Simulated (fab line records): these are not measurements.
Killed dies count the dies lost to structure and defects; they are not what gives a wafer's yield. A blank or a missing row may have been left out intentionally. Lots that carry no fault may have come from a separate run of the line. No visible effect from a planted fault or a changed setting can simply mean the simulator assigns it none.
Chamber matching | flow n5 finfet | N5_BEOL_M0_SAQP_MANDREL1_REMOVE_100 on rie si-02: 4 sister chambers
The step chemistry HBr/Cl2/O2, target a-Si, stops on SiNx, bt time 10 s. 8 wafers are shown with their chamber, then 8 later ones without.

== WAFERS, EACH WITH ITS CHAMBER ==
wafer  | chamber | throttle valve pct (%) | oes product au (a.u.)
L078.3 | 1       | 36.54                  | 1.005
L081.3 | 0       | 36.60                  | 0.988
L081.5 | 1       | 36.55                  | 1.014
L086.3 | 0       | 36.58                  | 1.003
L090.1 | 3       | 36.75                  | 1.003
L090.4 | 2       | 36.11                  | 1.019
L090.5 | 2       | 36.11                  | 1.029
L095.2 | 3       | 36.76                  | 1.001

== WAFERS WITH NO CHAMBER GIVEN ==
wafer  | throttle valve pct (%) | oes product au (a.u.)
L095.3 | 36.11                  | 1.011
L095.4 | 36.12                  | 1.007
L096.2 | 36.33                  | 1.017
L096.3 | 36.11                  | 1.019
L096.4 | 36.55                  | 1.009
L097.2 | 36.54                  | 1.012
L097.4 | 36.75                  | 0.995
L097.5 | 36.55                  | 1.008

== WHICH CHAMBER EACH WENT THROUGH ==
wafer  | from the rows above     | in truth
L095.3 | 2                       | 2
L095.4 | 2                       | 2
L096.2 | can't be placed: 1 or 2 | 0
L096.3 | 2                       | 2
L096.4 | 1                       | 1
L097.2 | 1                       | 1
L097.4 | 3                       | 3
L097.5 | 1                       | 1
Placed correctly: 7 of 8. Not placeable from these rows: 1 (in 0, the candidates include the true chamber). Placed wrongly: 0.
How it was worked out, from the rows above alone: a wafer's distance from a chamber is the root of the sum, over the readings, of the square of ((its reading less the chamber's mean) divided by the reading's scatter). The wafer belongs to the nearest chamber; if the next one is less than 2 further off, it can't be placed. The mean given for a chamber averages the wafers shown for that chamber. The scatter: take each reading less its chamber's mean, square it, sum over the shown wafers, divide by the number of wafers less the number of chambers, and take the root.
